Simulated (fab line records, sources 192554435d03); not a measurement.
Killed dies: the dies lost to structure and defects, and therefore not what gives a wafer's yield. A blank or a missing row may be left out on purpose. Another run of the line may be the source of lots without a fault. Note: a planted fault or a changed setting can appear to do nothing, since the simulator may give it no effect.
What tool caused it? -- flow n5-finfet -- 12 lots, 36 wafers sampled, at 5 steps of a route of 1938

WHAT EACH GAUGE READ, for each wafer
N5_GATE_CUT_CD_MEAS_13 targets a cd of 20 nm.
lot,measured,on,cd-nm (nm)
L076,day 4 23:04,cd-sem-01,20.0 20.0 20.1
L077,day 5 06:41,cd-sem-02,20.5 20.3 20.3
L079,day 5 20:37,cd-sem-02,20.3 19.9 20.3
L080,day 6 10:05,cd-sem-01,20.2 20.0 20.0
L083,day 6 19:23,cd-sem-01,19.9 20.4 19.8
L085,day 7 11:01,cd-sem-02,20.6 20.0 20.8
L088,day 7 21:14,cd-sem-01,20.2 19.9 19.6
L089,day 8 06:20,cd-sem-02,19.9 19.9 20.2
L091,day 8 21:34,cd-sem-02,20.2 19.9 20.2
L093,day 9 05:50,cd-sem-02,19.6 19.1 19.7
L095,day 9 18:43,cd-sem-03,20.0 20.0 20.0
L097,day 10 07:12,cd-sem-03,20.2 20.0 20.8

EACH LOT AND THE TOOL THAT RAN IT (in order: tool; ch and the chambers of the sampled wafers; start)
lot,N5_HKMG_FIN_STRIP_60,N5_HKMG_FIN_DESCUM_17,N5_HKMG_FIN_ETCH_32,N5_HKMG_FIN_STRIP_69
L076,"plasma-asher-01 ch 0,1, day 4 11:41","rie-diel-05 ch 1,2,3, day 4 14:04","rie-diel-05 ch 1,2,3, day 4 14:09","plasma-asher-01 ch 0,1, day 4 17:04"
L077,"plasma-asher-02 ch 0,1, day 4 19:23","rie-diel-02 ch 2,3, day 4 21:53","rie-diel-02 ch 2,3, day 4 21:59","plasma-asher-01 ch 1, day 5 01:06"
L079,"plasma-asher-02 ch 0,1, day 5 09:50","rie-diel-05 ch 0,1,2, day 5 12:23","rie-diel-05 ch 0,1,2, day 5 12:28","plasma-asher-02 ch 0,1, day 5 15:15"
L080,"plasma-asher-02 ch 0,1, day 5 23:28","rie-diel-05 ch 0,1,3, day 6 01:58","rie-diel-05 ch 0,1,3, day 6 02:04","plasma-asher-01 ch 0,1, day 6 04:51"
L083,"plasma-asher-01 ch 0,1, day 6 08:00","rie-diel-05 ch 0,1,3, day 6 10:49","rie-diel-05 ch 0,1,3, day 6 10:54","plasma-asher-02 ch 0,1, day 6 13:50"
L085,"plasma-asher-01 ch 0,1, day 6 23:30","rie-diel-02 ch 0,3, day 7 02:16","rie-diel-02 ch 0,3, day 7 02:22","plasma-asher-02 ch 0,1, day 7 05:03"
L088,"plasma-asher-02 ch 0,1, day 7 10:43","rie-diel-05 ch 0,3, day 7 13:13","rie-diel-05 ch 0,3, day 7 13:19","plasma-asher-02 ch 0,1, day 7 16:00"
L089,"plasma-asher-02 ch 0,1, day 7 19:23","rie-diel-02 ch 0,2,3, day 7 22:02","rie-diel-02 ch 0,2,3, day 7 22:08","plasma-asher-02 ch 0,1, day 8 01:04"
L091,"plasma-asher-02 ch 0,1, day 8 08:17","rie-diel-05 ch 0,2,3, day 8 11:06","rie-diel-05 ch 0,2,3, day 8 11:11","plasma-asher-02 ch 0,1, day 8 14:04"
L093,"plasma-asher-02 ch 0,1, day 8 19:05","rie-diel-04 ch 1,2,3, day 8 21:38","rie-diel-04 ch 1,2,3, day 8 21:43","plasma-asher-02 ch 0,1, day 9 00:28"
L095,"plasma-asher-02 ch 0,1, day 9 08:07","rie-diel-05 ch 0,1,2, day 9 10:37","rie-diel-05 ch 0,1,2, day 9 10:42","plasma-asher-01 ch 0,1, day 9 13:22"
L097,"plasma-asher-02 ch 0,1, day 9 20:46","rie-diel-04 ch 0,1,2, day 9 23:10","rie-diel-04 ch 0,1,2, day 9 23:16","plasma-asher-02 ch 0,1, day 10 01:55"
- N5_HKMG_FIN_STRIP_60: strips in N2/H2, time 360 s.
- N5_HKMG_FIN_DESCUM_17: chemistry O2, time 7.9 s.
- N5_HKMG_FIN_ETCH_32: etches SOC in N2/H2, target depth 240 nm, time 300 s.
- N5_HKMG_FIN_STRIP_69: strips in N2/H2, time 360 s.

THE ANSWER, worked out from the rows above alone
Rule: the usual values come from the lots themselves. Put in order of their means at a reading, lots are off if they are a third of the lots or fewer, leave a main group of 4 or more, and stand apart from it by a gap of 3 or more times the standard deviation of the main group's means; of several such gaps the widest counts. The tables above print the reading to a certain number of digits; a main group whose means all agree to those digits is not used. A lot without any number at a reading at which 4 lots or more have one is off too. Where the step has rows for the other lots, those lots are counted as sound.
No lot is off at any reading shown: from this, nothing can be told.

WHAT THE SIMULATOR HAD INSERTED
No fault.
